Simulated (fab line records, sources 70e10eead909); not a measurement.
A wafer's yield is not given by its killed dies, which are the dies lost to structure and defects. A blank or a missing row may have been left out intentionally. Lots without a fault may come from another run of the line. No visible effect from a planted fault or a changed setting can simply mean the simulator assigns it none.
Matching of chambers + flow nand_harc + NHARC_A_STAIRCASE_DESCUM_252 on rie_diel-04 has 4 sister chambers
The step chemistry O2, time 3 s. 4 wafers are shown with their chamber, then 8 later ones without.

== EACH WAFER AND ITS CHAMBER ==
| wafer  | chamber | drypump_motor_current_A (A) |
|--------|---------|-----------------------------|
| L082.2 | 1       | 5.9                         |
| L086.5 | 0       | 5.6                         |
| L086.6 | 3       | 6.1                         |
| L089.1 | 2       | 5.1                         |

== WAFERS WITHOUT THEIR CHAMBER ==
| wafer  | drypump_motor_current_A (A) |
|--------|-----------------------------|
| L089.3 | 5.6                         |
| L089.6 | 5.1                         |
| L092.1 | 5.1                         |
| L092.3 | 6.2                         |
| L092.6 | 5.9                         |
| L093.1 | 5.8                         |
| L093.2 | 6.2                         |
| L093.6 | 5.1                         |

== WHICH CHAMBER EACH WENT THROUGH ==
| wafer  | from the rows above     | in truth |
|--------|-------------------------|----------|
| L089.3 | 0                       | 0        |
| L089.6 | 2                       | 2        |
| L092.1 | 2                       | 2        |
| L092.3 | 3                       | 3        |
| L092.6 | 1                       | 1        |
| L093.1 | can't be placed: 1 or 0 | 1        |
| L093.2 | 3                       | 3        |
| L093.6 | 2                       | 2        |
Correct placement for 7 of the 8. Not placeable from these rows: 1 (in 1, the candidates include the true chamber). Placed wrongly: 0.
How it was worked out, from the rows above alone: a wafer's distance from a chamber is the root of the sum, over the readings, of the square of ((its reading less the chamber's mean) divided by the reading's scatter). The wafer belongs to the nearest chamber; if the next one is less than 2 further off, it can't be placed. Each chamber's mean is taken over the wafers shown for it. The scatter: with one shown wafer a chamber, the root of the mean of the squares of how far each hidden wafer lies from its nearest shown one.
